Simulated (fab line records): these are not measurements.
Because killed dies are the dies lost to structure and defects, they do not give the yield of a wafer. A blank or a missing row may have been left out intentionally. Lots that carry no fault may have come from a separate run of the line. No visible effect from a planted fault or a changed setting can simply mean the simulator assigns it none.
fab line records | flow n5Finfet | part 2 of 2: steps 25 to 31 of 31
record lots=5 | wafers=15 | lastDay=18
route steps=1938 shown BEOL_M13@1668
lots that met no fault: from a run of the same line without faults
startH: hours from the record's opening day to when the first of the lot's shown wafers began | waitH: hours from the lot's prior step to this one | " the same as in the row above | L1.1+2: several wafers, shown together as one row | - no value, or no start given | * or withheld: withheld | < > ~ a bound
route shown NAME@n: a module of which the file shows steps, and the number in the route of the first | usual: mean/standard deviation of fault-free wafers | same: alike in all rows | chamber/n: place in a boat | sites: each site's reading | _std_site: the standard deviation of these | _edge_site: the outer-site mean with the inner-site mean subtracted | radiusMm: how far each site lies from the wafer's centre | mask NAME#n: copy n | behind: the tool/chamber that last shaped the wafer | hold: why the lot went on hold/how many hours it stayed there/how the hold came to an end | device: names the non-switching transistor (n, p or np) | end of line: tests of these same wafers at the route's end | where a step has no rows: the recipe by itself | killed: count of dies lost to structure and defects at first sort (not the wafer's yield) | map: a wafer's dies, x killed, . not, _ none there
set.NAME: the setting as run; set.NAME@STEP: as run at that earlier step | model.NAME: the simulator's own value behind a step, which no gauge read
certain route steps with their lots: each step a table, each wafer a row
services: when a tool's chamber went out of use (startH, in hours from the record's first day, below 0 if earlier), for how many hours, and the reason
## steps
# step N5_BEOL_M13_DESCUM_33
# recipe chemistry=O2 | timeS=7.9 | sourcePowerW=50 | biasPowerW=20 | pressureMtorr=20 | rfFrequencyHz=2.712e+07 | tempC=40 | o2FlowSccm=225
# usual drypumpMotorCurrentA=5.6/0.49 | oesProductAu=0.81/0.1 | rfVppV=243.4/1.4 | showerheadPlenumPTorr=2.10/0.073 | throttleValvePct=20.24/0.26
lot.wafer | tool       | chamber | startH | waitH | drypumpMotorCurrentA | oesProductAu | rfHoursCounterH | rfVppV | showerheadPlenumPTorr | throttleValvePct
L082.1    | rieDiel-03 | 0       | 322.85 | 0.0   | 5.1                  | 0.68         | 238             | 242.3  | 2.14                  | 20.45
L082.2    | "          | 2       | "      | "     | 5.7                  | 0.92         | 21              | 241.5  | 2.12                  | 19.95
L082.4    | "          | 3       | "      | "     | 5.2                  | 0.77         | 96              | 243.2  | 2.10                  | 20.18
L084.1    | rieDiel-02 | 3       | 365.90 | 0.0   | 6.0                  | 0.69         | 249             | 239.8  | 1.97                  | 20.49
L084.2    | "          | 1       | "      | "     | 6.4                  | 0.71         | 182             | 243.2  | 2.00                  | 20.64
L084.4    | "          | 2       | "      | "     | 5.6                  | 0.69         | -               | 242.4  | 2.16                  | 20.38
L085.1    | rieDiel-02 | 1       | 366.54 | 0.0   | 6.4                  | 0.71         | 182             | 242.0  | 2.00                  | 20.64
L085.2    | "          | 2       | "      | "     | 5.6                  | 0.70         | 245             | 244.9  | 2.16                  | 20.38
L085.5    | "          | 1       | "      | "     | 6.4                  | 0.71         | -               | 242.2  | 2.00                  | 20.63
L086.1    | rieDiel-05 | 2       | 374.79 | 0.0   | 5.6                  | 0.91         | 35              | 244.4  | 2.25                  | 20.38
L086.4    | "          | 3       | "      | "     | 4.9                  | 0.93         | 17              | 243.5  | 2.14                  | 20.14
L086.6    | "          | 2       | "      | "     | 5.6                  | 0.90         | -               | 245.4  | 2.25                  | 20.39
L091.1    | rieDiel-03 | 1       | 393.37 | 0.3   | 6.3                  | 0.83         | 60              | 242.8  | 2.03                  | 19.98
L091.3    | "          | 0       | "      | "     | 5.1                  | 0.96         | 6               | 242.3  | 2.13                  | 20.02
L091.5    | "          | 1       | "      | "     | 6.3                  | 0.83         | -               | 242.6  | 2.03                  | 19.98
# step N5_BEOL_M13_ETCH_67
# recipe chemistry=CF4 | target=SiARC | targetDepthA=1430 | timeS=238.3 | ionEnergyEv=80 | pressureMtorr=40 | sourceW=545 | biasW=36 | Ar_flow_sccm=100 | cf4FlowSccm=100 | ends=cleared
# usual drypumpMotorCurrentA=5.6/0.5 | etchRfOnTimeS=241/6.4 | oesProductAu=0.69/0.085 | rfVppV=184.2/1.2 | showerheadPlenumPTorr=2.15/0.067 | throttleValvePct=15.45/0.28
lot.wafer | tool       | chamber | startH | waitH | drypumpMotorCurrentA | etchRfOnTimeS | oesProductAu | rfHoursCounterH | rfVppV | showerheadPlenumPTorr | throttleValvePct
L082.1    | rieDiel-03 | 0       | 322.88 | 0.0   | 5.1                  | 237           | 0.59         | 238             | 184.1  | 2.19                  | 15.71
L082.2    | "          | 2       | "      | "     | 5.7                  | 245           | 0.77         | 21              | 185.7  | 2.17                  | 15.13
L082.4    | "          | 3       | "      | "     | 5.1                  | 243           | 0.67         | 96              | 184.5  | 2.17                  | 15.49
L084.1    | rieDiel-02 | 3       | 365.93 | 0.0   | 6.0                  | 243           | 0.59         | 249             | 182.1  | 2.04                  | 15.85
L084.2    | "          | 1       | "      | "     | 6.4                  | 245           | 0.61         | 182             | 184.3  | 2.06                  | 15.87
L084.4    | "          | 2       | "      | "     | 5.6                  | 253           | 0.58         | -               | 183.4  | 2.18                  | 15.54
L085.1    | rieDiel-02 | 1       | 366.58 | 0.0   | 6.4                  | 248           | 0.61         | 182             | 183.5  | 2.06                  | 15.90
L085.2    | "          | 2       | "      | "     | 5.6                  | 253           | 0.58         | 245             | 184.1  | 2.18                  | 15.54
L085.5    | "          | 1       | "      | "     | 6.4                  | 245           | 0.62         | -               | 183.5  | 2.06                  | 15.88
L086.1    | rieDiel-05 | 2       | 374.83 | 0.0   | 5.6                  | 237           | 0.77         | 35              | 185.8  | 2.27                  | 15.39
L086.4    | "          | 3       | "      | "     | 4.9                  | 249           | 0.78         | 17              | 184.3  | 2.18                  | 15.27
L086.6    | "          | 2       | "      | "     | 5.6                  | 238           | 0.77         | -               | 186.4  | 2.27                  | 15.37
L091.1    | rieDiel-03 | 1       | 393.41 | 0.0   | 6.4                  | 235           | 0.72         | 60              | 185.1  | 2.09                  | 15.19
L091.3    | "          | 0       | "      | "     | 5.1                  | 230           | 0.85         | 6               | 185.0  | 2.18                  | 15.23
L091.5    | "          | 1       | "      | "     | 6.3                  | 233           | 0.72         | -               | 184.2  | 2.09                  | 15.19
# step N5_BEOL_M13_ETCH_68
# recipe chemistry=N2/H2 | target=SOC | maskMaterial=SiARC | sourceW=3000 | biasW=350 | tempC=40 | timeS=355 | ionEnergyEv=200 | pressureMtorr=30 | n2FlowSccm=200 | h2FlowSccm=200
# usual drypumpMotorCurrentA=5.6/0.49 | oesProductAu=0.81/0.1 | rfVppV=524.3/2.6 | showerheadPlenumPTorr=2.55/0.091 | throttleValvePct=17.54/0.24
lot.wafer | tool       | chamber | startH | waitH | drypumpMotorCurrentA | oesProductAu | rfHoursCounterH | rfVppV | showerheadPlenumPTorr | throttleValvePct
L082.1    | rieDiel-03 | 0       | 323.03 | 0.1   | 5.1                  | 0.69         | 238             | 526.5  | 2.60                  | 17.74
L082.2    | "          | 2       | "      | "     | 5.6                  | 0.91         | 21              | 525.0  | 2.60                  | 17.43
L082.4    | "          | 3       | "      | "     | 5.2                  | 0.79         | 96              | 524.4  | 2.57                  | 17.67
L084.1    | rieDiel-02 | 3       | 366.08 | 0.1   | 6.0                  | 0.68         | 249             | 518.8  | 2.38                  | 17.68
L084.2    | "          | 1       | "      | "     | 6.4                  | 0.72         | 182             | 519.8  | 2.41                  | 17.84
L084.4    | "          | 2       | "      | "     | 5.6                  | 0.69         | -               | 524.3  | 2.61                  | 17.77
L085.1    | rieDiel-02 | 1       | 366.72 | 0.1   | 6.4                  | 0.72         | 182             | 520.8  | 2.41                  | 17.85
L085.2    | "          | 2       | "      | "     | 5.6                  | 0.68         | 245             | 525.3  | 2.61                  | 17.77
L085.5    | "          | 1       | "      | "     | 6.4                  | 0.71         | -               | 520.7  | 2.41                  | 17.85
L086.1    | rieDiel-05 | 2       | 374.97 | 0.1   | 5.6                  | 0.90         | 35              | 528.8  | 2.69                  | 17.48
L086.4    | "          | 3       | "      | "     | 5.0                  | 0.93         | 17              | 526.4  | 2.57                  | 17.26
L086.6    | "          | 2       | "      | "     | 5.6                  | 0.91         | -               | 528.2  | 2.69                  | 17.46
L091.1    | rieDiel-03 | 1       | 393.55 | 0.1   | 6.3                  | 0.82         | 60              | 521.9  | 2.46                  | 17.27
L091.3    | "          | 0       | "      | "     | 5.1                  | 0.98         | 6               | 526.5  | 2.59                  | 17.27
L091.5    | "          | 1       | "      | "     | 6.3                  | 0.83         | -               | 520.0  | 2.46                  | 17.28
# step N5_BEOL_M13_STRIP_69
# recipe chemistry=N2/H2 | tempC=40 | n2FlowSccm=200 | h2FlowSccm=200 | rfFrequencyHz=6e+07
lot.wafer  | tool       | chamber | startH | waitH
L082.1+2+4 | rieDiel-03 | 0,2,3   | 323.24 | 0.1
L084.1+2+4 | rieDiel-02 | 3,1,2   | 366.29 | 0.1
L085.1+2+5 | rieDiel-02 | 1,2,1   | 366.94 | 0.1
L086.1+4+6 | rieDiel-05 | 2,3,2   | 375.19 | 0.1
L091.1+3+5 | rieDiel-03 | 1,0,1   | 393.77 | 0.1
# step N5_BEOL_M13_TRENCH_ETCH_34
# recipe chemistry=C4F8/O2/Ar | target=SiOC | targetDepthA=4134.7 | maskMaterial=SOC | pressureMtorr=30 | sourceW=3000 | biasW=700 | Ar_flow_sccm=400 | C4F8_flow_sccm=15 | O2_flow_sccm=8 | heInnerTorr=15 | heOuterTorr=30 | timeS=162.6 | ionEnergyEv=250
# usual drypumpMotorCurrentA=5.6/0.5 | oesProductAu=0.81/0.1 | rfVppV=666/3.1 | showerheadPlenumPTorr=3.43/0.11 | throttleValvePct=24.01/0.26
lot.wafer | tool       | chamber | startH | waitH | drypumpMotorCurrentA | oesProductAu | rfHoursCounterH | rfVppV | showerheadPlenumPTorr | throttleValvePct
L082.1    | rieDiel-03 | 0       | 323.25 | 0.0   | 5.1                  | 0.69         | 238             | 667    | 3.48                  | 24.13
L082.2    | "          | 2       | "      | "     | 5.6                  | 0.92         | 21              | 667    | 3.47                  | 23.75
L082.4    | "          | 3       | "      | "     | 5.2                  | 0.79         | 96              | 666    | 3.47                  | 24.17
L084.1    | rieDiel-02 | 3       | 366.30 | 0.0   | 6.0                  | 0.69         | 249             | 662    | 3.26                  | 24.36
L084.2    | "          | 1       | "      | "     | 6.4                  | 0.72         | 182             | 662    | 3.28                  | 24.45
L084.4    | "          | 2       | "      | "     | 5.6                  | 0.68         | -               | 667    | 3.47                  | 23.88
L085.1    | rieDiel-02 | 1       | 366.95 | 0.0   | 6.5                  | 0.71         | 183             | 661    | 3.28                  | 24.43
L085.2    | "          | 2       | "      | "     | 5.6                  | 0.69         | 246             | 668    | 3.47                  | 23.90
L085.5    | "          | 1       | "      | "     | 6.4                  | 0.72         | -               | 661    | 3.28                  | 24.44
L086.1    | rieDiel-05 | 2       | 375.20 | 0.0   | 5.6                  | 0.91         | 35              | 671    | 3.62                  | 24.02
L086.4    | "          | 3       | "      | "     | 4.9                  | 0.93         | 18              | 669    | 3.49                  | 23.95
L086.6    | "          | 2       | "      | "     | 5.6                  | 0.91         | -               | 671    | 3.62                  | 24.03
L091.1    | rieDiel-03 | 1       | 393.78 | 0.0   | 6.4                  | 0.84         | 60              | 663    | 3.34                  | 23.79
L091.3    | "          | 0       | "      | "     | 5.1                  | 0.99         | 6               | 667    | 3.48                  | 23.78
L091.5    | "          | 1       | "      | "     | 6.4                  | 0.83         | -               | 663    | 3.34                  | 23.78
# step N5_BEOL_M13_STRIP_70
# recipe chemistry=C4F8/O2/Ar | resist=SiARC | rfFrequencyHz=6e+07
lot.wafer  | tool       | chamber | startH | waitH
L082.1+2+4 | rieDiel-03 | 0,2,3   | 323.38 | 0.1
L084.1+2+4 | rieDiel-02 | 3,1,2   | 366.43 | 0.1
L085.1+2+5 | rieDiel-02 | 1,2,1   | 367.08 | 0.1
L086.1+4+6 | rieDiel-05 | 2,3,2   | 375.33 | 0.1
L091.1+3+5 | rieDiel-03 | 1,0,1   | 393.91 | 0.1
# step N5_BEOL_M13_OCD_MEAS_35
# usual trenchDepthNm=412/7.4
lot.wafer | tool   | chamber | startH | waitH | trenchDepthNm
L082.1    | ocd-02 | -       | 323.42 | 0.0   | 413
L082.2    | "      | -       | "      | "     | 418
L082.4    | "      | -       | "      | "     | 420
L084.1    | ocd-02 | -       | 366.47 | 0.0   | 402
L084.2    | "      | -       | "      | "     | 406
L084.4    | "      | -       | "      | "     | 403
L085.1    | ocd-01 | -       | 367.12 | 0.0   | 398
L085.2    | "      | -       | "      | "     | 402
L085.5    | "      | -       | "      | "     | 404
L086.1    | ocd-02 | -       | 375.37 | 0.0   | 422
L086.4    | "      | -       | "      | "     | 418
L086.6    | "      | -       | "      | "     | 423
L091.1    | ocd-01 | -       | 393.95 | 0.0   | 414
L091.3    | "      | -       | "      | "     | 423
L091.5    | "      | -       | "      | "     | 411
## services
tool           | chamber | startH | hours | kind
lithoTrack-05  | -       | 316.82 | -     | consumableReplace:filter
krfScanner-01  | -       | 321.41 | 1.0   | pm
krfScanner-01  | -       | 329.90 | 1.0   | pm
rieDiel-05     | 1       | 330.57 | 3.3   | repair
plasmaAsher-01 | -       | 331.44 | 1.3   | repair
rieDiel-03     | 2       | 333.39 | 19.1  | repair
rieDiel-05     | -       | 333.75 | 0.4   | repair
wetBench-01    | -       | 334.77 | 5.5   | repair
krfScanner-02  | -       | 335.72 | 1.3   | pm
wetBench-02    | -       | 344.24 | 5.2   | repair
plasmaAsher-02 | -       | 348.15 | 2.1   | repair
krfScanner-01  | -       | 348.95 | 4.4   | pm
rieDiel-02     | 0       | 350.54 | 31.6  | repair
krfScanner-02  | -       | 356.16 | 0.2   | repair
plasmaAsher-02 | -       | 362.09 | 2.8   | pm
krfScanner-01  | -       | 363.72 | 1.3   | pm
krfScanner-02  | -       | 370.79 | 3.6   | pm
rieDiel-02     | 3       | 382.39 | -     | clean
rieDiel-02     | 3       | 382.39 | -     | consumableReplace:focusRing
rieDiel-02     | 3       | 382.39 | -     | consumableReplace:showerhead
rieDiel-02     | 3       | 382.39 | 22.7  | scheduledDown
rieDiel-05     | -       | 385.81 | 4.3   | pm
rieDiel-03     | -       | 388.37 | 4.3   | pm
rieDiel-05     | 3       | 390.15 | 6.0   | repair
